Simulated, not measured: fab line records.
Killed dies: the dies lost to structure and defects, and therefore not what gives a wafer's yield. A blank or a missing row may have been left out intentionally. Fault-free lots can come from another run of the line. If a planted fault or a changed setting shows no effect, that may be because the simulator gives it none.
Chamber matching | flow nandHarc | cmp-04 running NHARC_A_CONTACT_CMP_20: 4 sister chambers
The step polishes, t overpolish 30 s, target thk 300 nm. 14 wafers are shown with their chamber, then 6 later ones without.

WAFERS PAIRED WITH THEIR CHAMBERS
wafer  | chamber | motorCurrentA (A) | overpolishRunS (s) | timeToEndpointS (s)
L074.2 | 2       | 11.5              | 30.004             | 62.1
L074.3 | 3       | 12.3              | 29.996             | 60.9
L078.1 | 1       | 13.1              | 30.002             | 55.6
L078.2 | 2       | 11.3              | 29.992             | 57.6
L078.3 | 3       | 11.9              | 30.006             | 58.6
L079.2 | 2       | 10.9              | 29.996             | 60.5
L079.3 | 0       | 12.5              | 30.005             | 57.5
L079.4 | 1       | 13.1              | 29.992             | 57.3
L082.2 | 3       | 11.6              | 29.992             | 56.0
L082.3 | 0       | 12.0              | 30.010             | 59.9
L087.2 | 0       | 12.1              | 30.015             | 58.5
L087.3 | 3       | 12.0              | 29.982             | 57.5
L086.3 | 2       | 10.9              | 30.004             | 60.4
L092.1 | 1       | 13.4              | 30.003             | 59.4

SIGNATURES, as means of the wafers listed above
reading         | chamber 0 | chamber 1 | chamber 2 | chamber 3 | scatter within a chamber
motorCurrentA   | 12.200    | 13.200    | 11.150    | 11.950    | 0.268
overpolishRunS  | 30.01000  | 29.99900  | 29.99900  | 29.99400  | 0.00727
timeToEndpointS | 58.633    | 57.433    | 60.150    | 58.250    | 1.83
Rule: for a wafer and a chamber, the distance is found by dividing, reading by reading, the gap between the wafer's reading and the chamber's mean by the reading's scatter, squaring, summing and taking the root. If the next closest chamber is less than 2 further off than the closest, the wafer can't be placed; otherwise it belongs to the closest. The scatter: the root of (the sum of the squares of (reading less its chamber's mean) over the shown wafers, divided by (wafers less chambers)).

WAFERS WITH NO CHAMBER GIVEN
wafer  | motorCurrentA (A) | overpolishRunS (s) | timeToEndpointS (s)
L092.2 | 13.0              | 29.999             | 60.9
L092.4 | 13.2              | 30.008             | 56.1
L096.2 | 12.3              | 29.988             | 56.5
L096.3 | 11.1              | 30.010             | 59.8
L095.1 | 11.6              | 30.016             | 55.5
L095.2 | 12.4              | 29.992             | 60.8

WHICH CHAMBER EACH WENT THROUGH
wafer  | from the rows above          | in truth
L092.2 | can't be placed: 1 or 0      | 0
L092.4 | 1                            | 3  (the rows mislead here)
L096.2 | can't be placed: 3 or 0 or 1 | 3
L096.3 | 2                            | 2
L095.1 | can't be placed: 0 or 3 or 2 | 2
L095.2 | can't be placed: 3 or 0 or 1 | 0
1 of 6 placed correctly. Can't be placed from these rows: 4 (the true chamber is among the candidates in 4). 1 placed wrongly.
